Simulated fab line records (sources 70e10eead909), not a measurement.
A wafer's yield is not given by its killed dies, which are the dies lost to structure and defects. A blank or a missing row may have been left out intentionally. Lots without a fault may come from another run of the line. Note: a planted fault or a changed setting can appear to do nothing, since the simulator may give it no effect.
Which of the tools did it?    flow nand-harc    Sampling: 11 lots, 33 wafers, 5 of 1302 route steps

## WHAT EACH GAUGE READ, for each wafer
NHARC_END_SORT_01.
lot   measured      on         killed-at-array  killed-at-other  killed-at-periphery  killed-dies  killed-open  killed-short
L665  day 27 15:32  prober-01  44 637 642       0 2 0            4 2 2                48 641 644   0 2 1        2 4 2

## EACH LOT AND THE TOOL THAT RAN IT (in order: tool; ch and the chambers of the sampled wafers; start)
lot   NHARC_A_STAIRCASE_ETCH_23                      NHARC_A_STAIRCASE_DESCUM_186        NHARC_A_STAIRCASE_ETCH_190          NHARC_A_STAIRCASE_TRIM_196
L658  rie-diel-04 ch 0,2, day 15 19:47 or earlier    rie-diel-07 ch 1,2, day 15 19:47    rie-diel-07 ch 0,1,3, day 15 20:16  rie-diel-10 ch 0,1,2, day 15 20:56
L659  rie-diel-07 ch 0,2, day 16 05:32 or earlier    rie-diel-10 ch 0,1,2, day 16 05:32  rie-diel-10 ch 0,1,2, day 16 06:04  rie-diel-07 ch 1,2,3, day 16 06:46
L661  rie-diel-07 ch 0,2,3, day 17 01:38 or earlier  rie-diel-04 ch 0,1, day 17 01:38    rie-diel-04 ch 1,2,3, day 17 02:22  rie-diel-04 ch 1,2,3, day 17 03:03
L662  rie-diel-07 ch 0,2,3, day 17 11:36 or earlier  rie-diel-04 ch 0,3, day 17 11:36    rie-diel-04 ch 0,2,3, day 17 12:08  rie-diel-04 ch 1,2,3, day 17 13:02
L664  rie-diel-04 ch 0,2,3, day 18 04:25 or earlier  rie-diel-07 ch 0,2, day 18 04:25    rie-diel-07 ch 0,1,2, day 18 04:58  rie-diel-10 ch 1,2, day 18 05:42
L665  rie-diel-10 ch 0,2,3, day 19 01:52 or earlier  rie-diel-04 ch 0,1, day 19 01:52    rie-diel-04 ch 0,1,3, day 19 02:21  rie-diel-10 ch 1,2, day 19 02:59
L673  rie-diel-10 ch 0,1,2, day 22 00:26 or earlier  rie-diel-04 ch 1,2,3, day 22 00:26  rie-diel-04 ch 0,2,3, day 22 00:55  rie-diel-04 ch 0,1,2, day 22 01:32
L674  rie-diel-04 ch 2,3, day 22 17:40 or earlier    rie-diel-04 ch 0,1,2, day 22 17:40  rie-diel-04 ch 1,2,3, day 22 18:08  rie-diel-04 ch 1,2, day 22 18:47
L678  rie-diel-04 ch 1,2,3, day 23 23:41 or earlier  rie-diel-04 ch 1,2, day 23 23:41    rie-diel-04 ch 0,1,3, day 24 00:10  rie-diel-04 ch 0,3, day 24 00:49
L680  rie-diel-10 ch 1,2,3, day 24 18:26 or earlier  rie-diel-10 ch 0,1,2, day 24 18:26  rie-diel-10 ch 0,1,2, day 24 18:55  rie-diel-10 ch 0,1,3, day 24 19:32
L679  rie-diel-10 ch 0,2, day 24 22:36 or earlier    rie-diel-10 ch 0,2,3, day 24 22:36  rie-diel-10 ch 0,2,3, day 25 00:27  rie-diel-10 ch 0,3, day 25 01:27
- NHARC_A_STAIRCASE_ETCH_23: etches the open film in C4F8/O2, target depth 100 nm, time 40.5 s.
- NHARC_A_STAIRCASE_DESCUM_186: chemistry O2, time 3 s.
- NHARC_A_STAIRCASE_ETCH_190: etches the open film in C4F8/O2, target depth 100 nm, time 40.5 s.
- NHARC_A_STAIRCASE_TRIM_196: chemistry O2, time 211.2 s.

## WHAT THE TOOLS THEMSELVES READ (means of the sampled wafers that have a number; where no wafer has one, the mark that the record gives instead)
NHARC_A_STAIRCASE_ETCH_23.
lot   tool         oes-product-au (a.u.)  rf-fwd-power-W (W)  rf-vpp-V (V)  run-length-s (s)
L658  rie-diel-04  0.938                  594                 898           61.6
L659  rie-diel-07  0.953                  586                 898           61.8
L661  rie-diel-07  0.941                  588                 896           61.8
L662  rie-diel-07  0.954                  589                 896           61.6
L664  rie-diel-04  0.937                  593                 898           61.8
L665  rie-diel-10  0.947                  594                 892           61.9
L673  rie-diel-10  0.924                  596                 891           62.0
L674  rie-diel-04  0.967                  592                 896           61.6
L678  rie-diel-04  0.947                  595                 893           62.2
L680  rie-diel-10  0.940                  594                 889           61.7
L679  rie-diel-10  0.944                  595                 890           62.0

NHARC_A_STAIRCASE_DESCUM_186.
lot   tool         drypump-motor-current-A (A)  oes-product-au (a.u.)  rf-vpp-V (V)  showerhead-plenum-p-Torr (Torr)  throttle-valve-pct (%)
L658  rie-diel-07  5.8                          0.998                  57.6          1.89                             11.299
L659  rie-diel-10  5.8                          1.006                  58.0          1.86                             11.315
L661  rie-diel-04  4.8                          1.004                  58.1          1.88                             11.313
L662  rie-diel-04  5.1                          1.000                  58.4          2.02                             11.297
L664  rie-diel-07  6.1                          0.998                  58.1          1.93                             11.313
L665  rie-diel-04  4.7                          0.998                  58.3          1.96                             11.316
L673  rie-diel-04  5.6                          1.003                  57.4          1.86                             11.301
L674  rie-diel-04  5.1                          0.992                  57.5          1.89                             11.309
L678  rie-diel-04  5.5                          1.001                  56.9          1.83                             11.308
L680  rie-diel-10  5.8                          0.998                  57.1          1.84                             11.315
L679  rie-diel-10  5.9                          1.001                  56.0          1.84                             11.310

NHARC_A_STAIRCASE_ETCH_190.
lot   tool         oes-product-au (a.u.)  rf-fwd-power-W (W)  rf-vpp-V (V)  run-length-s (s)
L658  rie-diel-07  0.958                  590                 897           62.0
L659  rie-diel-10  0.944                  593                 892           62.0
L661  rie-diel-04  0.945                  594                 894           61.8
L662  rie-diel-04  0.949                  593                 898           61.7
L664  rie-diel-07  0.937                  592                 896           61.6
L665  rie-diel-04  0.942                  594                 896           54.1
L673  rie-diel-04  0.947                  593                 898           61.6
L674  rie-diel-04  0.946                  592                 892           61.9
L678  rie-diel-04  0.955                  592                 896           61.7
L680  rie-diel-10  0.937                  594                 891           62.1
L679  rie-diel-10  0.933                  594                 891           61.9

NHARC_A_STAIRCASE_TRIM_196.
lot   tool         drypump-motor-current-A (A)  oes-product-au (a.u.)  rf-vpp-V (V)  showerhead-plenum-p-Torr (Torr)  throttle-valve-pct (%)
L658  rie-diel-10  5.8                          1.000                  57.4          3.43                             17.032
L659  rie-diel-07  5.9                          1.003                  57.9          3.46                             17.027
L661  rie-diel-04  5.6                          0.996                  57.6          3.46                             17.036
L662  rie-diel-04  5.6                          1.004                  57.9          3.45                             17.029
L664  rie-diel-10  5.4                          1.006                  58.4          3.38                             17.040
L665  rie-diel-10  5.7                          1.001                  57.4          3.36                             17.036
L673  rie-diel-04  5.1                          0.996                  57.6          3.49                             17.023
L674  rie-diel-04  5.5                          0.995                  58.0          3.38                             17.035
L678  rie-diel-04  5.1                          1.004                  57.7          3.68                             17.040
L680  rie-diel-10  5.7                          1.000                  56.7          3.42                             17.033
L679  rie-diel-10  6.1                          1.008                  57.3          3.46                             17.040

## THE ANSWER, worked out from the rows above alone
Rule: the usual values come from the lots themselves. Put in order of their means at a reading, lots are off if they are a third of the lots or fewer, leave a main group of 4 or more, and stand apart from it by a gap of 3 or more times the standard deviation of the main group's means; of several such gaps the widest counts. The tables above print the reading to a certain number of digits; a main group whose means all agree to those digits is not used. Also off: a lot with no number at a reading for which 4 or more lots have one. Where the step has rows for the other lots, those lots are counted as sound. Order of review: gauges by route order, followed by the tools' own readings, for which a lot's mean as printed above is used. The first step at which some lot is off is used, and at that step the reading that is off furthest; a lot without a number counts as furthest.
Off at NHARC_A_STAIRCASE_ETCH_190 (run-length-s): L665. The main group has a mean of 61.8 s with a standard deviation of 0.17.
A tool fits if, at that step or a process step before it, it ran every lot that is off, and no sound lot after the first of them. With no start given for some of its lots, NHARC_A_STAIRCASE_ETCH_23 uses the hours and lot order of NHARC_A_STAIRCASE_DESCUM_186. No candidate that was tried fits.

## WHAT WAS PUT IN BY THE SIMULATOR
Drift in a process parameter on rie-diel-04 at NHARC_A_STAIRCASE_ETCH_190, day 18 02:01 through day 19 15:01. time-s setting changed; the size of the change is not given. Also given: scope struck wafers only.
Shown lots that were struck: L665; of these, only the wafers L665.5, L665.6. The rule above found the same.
